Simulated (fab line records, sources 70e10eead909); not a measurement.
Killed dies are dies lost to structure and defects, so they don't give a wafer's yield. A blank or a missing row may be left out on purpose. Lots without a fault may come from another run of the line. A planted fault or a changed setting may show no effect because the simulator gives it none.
Problem report in the 8D (eight disciplines) form, filled by code | flow nand_harc | the parts of the form that need people (team, actions taken, sign-off) are left out

1. THE PROBLEM
killed_dies at NHARC_END_SORT_01 reads a mean of 142 on 2 wafers of 2 lots; wafers without a fault read 46 with a standard deviation of 10. That is +9.6 standard deviations from the usual mean.
First seen on wafer L618.4, day 26 02:55, on prober-01. The record holds 12 wafers of 4 lots with a number at this step. Rule for "out", or "out of limits": more than 4 standard deviations from the usual mean. The other wafers with a number count as sound.

2. WHAT IT IS AND WHAT IT IS NOT
question                    | is                           | is not
which readings at this step | killed_dies, killed_at_array | killed_at_periphery, killed_open, killed_short
which lots                  | L617, L618                   | L627, L628
which wafers of those lots  | L617.6, L618.4               | L617.2, L617.5, L618.1, L618.2
read on which gauges        | prober-01, prober-02         | -
when                        | from day 26 02:55            | up to then (2 sound wafers); but 8 sound wafers of L617, L627, L628 came after

3. SUSPECTS, AND WHAT RULES EACH OUT
Counting: a tool at a process step up to the reading stays a suspect if it ran every lot that is out. Sound lots after the first of them don't rule it out here, since some wafers of a struck lot are sound.
- the gauge at NHARC_END_SORT_01: ruled out. The wafers that are out were read on 2 gauges (prober-01, prober-02).
- rie_diel-01 at NHARC_A_CONTACT_STRIP_108 (strips in CF4/CHF3): kept. It ran every lot that is out, first L618 (day 23 23:17).
- pvd_sputter-03 at NHARC_THIN_TSV_DEGAS_49 (time 120 s): kept. It ran every lot that is out, first L618 (day 25 10:56).
- pvd_sputter-03 at NHARC_THIN_TSV_PRE_CLEAN_50 (time 30 s): kept. It ran every lot that is out, first L618 (day 26 00:31). NHARC_THIN_TSV_PRE_CLEAN_50 gives no start for some lots, so the hours and the order of its lots are those of NHARC_END_SORT_01.
Left after counting: rie_diel-01 at NHARC_A_CONTACT_STRIP_108, pvd_sputter-03 at NHARC_THIN_TSV_DEGAS_49, pvd_sputter-03 at NHARC_THIN_TSV_PRE_CLEAN_50.

4. THE CAUSE (what the simulator had put in)
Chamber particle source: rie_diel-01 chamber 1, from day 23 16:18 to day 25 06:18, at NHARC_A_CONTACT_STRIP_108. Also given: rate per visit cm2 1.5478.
Counting left 3 suspects, and this tool is among them.

5. THE CHAIN OF EFFECTS, in route order
Each row: a reading whose mean over the struck wafers that have a number lies more than 3 standard deviations from the usual. Only readings for which the record gives a usual standard deviation are gone through. hours: the time from each lot's start at the first step in this table that gives one to its start at this step, as a median over the lots. sigmas: the change in usual standard deviations.
hours | step              | reading         | usual | on struck wafers | change | sigmas
0     | NHARC_END_SORT_01 | killed_at_array | 41    | 137              | +96    | +9.6
0     | NHARC_END_SORT_01 | killed_dies     | 46    | 142              | +96    | +9.6

6. WHAT WOULD HAVE CAUGHT IT SOONER
In this record the first reading out of limits at a measuring or inspecting step was taken at day 26 02:55, 59 hours after the fault began at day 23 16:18.
All the lots that are out (2) had begun NHARC_A_CONTACT_STRIP_108 on rie_diel-01 by day 26 02:55. A hold on the tool at that time would have spared none of them.
